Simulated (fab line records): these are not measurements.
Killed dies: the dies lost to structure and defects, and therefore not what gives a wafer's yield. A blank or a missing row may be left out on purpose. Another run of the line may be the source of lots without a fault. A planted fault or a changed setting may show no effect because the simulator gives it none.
Chamber matching + flow nand-harc + NHARC_A_BONDPAD_DEP_00 on pecvd-04 has 3 sister chambers
The step deposits SiCN, target thk 250 nm. 3 wafers are shown with their chamber, then 9 later ones without.

== WAFERS WITH THEIR CHAMBER ==
| wafer  | chamber | heater-power-w (W) |
|--------|---------|--------------------|
| L578.2 | 1       | 519                |
| L583.4 | 2       | 612                |
| L583.5 | 0       | 555                |

== WAFERS MISSING THEIR CHAMBER ==
| wafer  | heater-power-w (W) |
|--------|--------------------|
| L582.1 | 559                |
| L582.2 | 522                |
| L582.5 | 544                |
| L593.4 | 454                |
| L593.5 | 522                |
| L593.6 | 482                |
| L594.1 | 540                |
| L594.2 | 509                |
| L594.4 | 454                |

== CHAMBER TAKEN BY EACH ==
| wafer  | from the rows above          | in truth |
|--------|------------------------------|----------|
| L582.1 | can't be placed: 0 or 1 or 2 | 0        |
| L582.2 | can't be placed: 1 or 0      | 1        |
| L582.5 | can't be placed: 0 or 1 or 2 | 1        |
| L593.4 | can't be placed: 1 or 0      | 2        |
| L593.5 | can't be placed: 1 or 0      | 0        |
| L593.6 | can't be placed: 1 or 0      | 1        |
| L594.1 | can't be placed: 0 or 1 or 2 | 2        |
| L594.2 | can't be placed: 1 or 0      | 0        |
| L594.4 | can't be placed: 1 or 0      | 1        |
Correctly placed: 0 of 9. Unplaceable from these rows: 9, with the true chamber sitting among the candidates in 8. Wrongly placed: 0.
How it was worked out, from the rows above alone: a wafer's distance from a chamber is the root of the sum, over the readings, of the square of ((its reading less the chamber's mean) divided by the reading's scatter). If the next closest chamber is less than 2 further off than the closest, the wafer can't be placed; otherwise it belongs to the closest. A chamber's mean is the mean of its shown wafers. The scatter: with one shown wafer a chamber, the root of the mean of the squares of how far each hidden wafer lies from its nearest shown one.
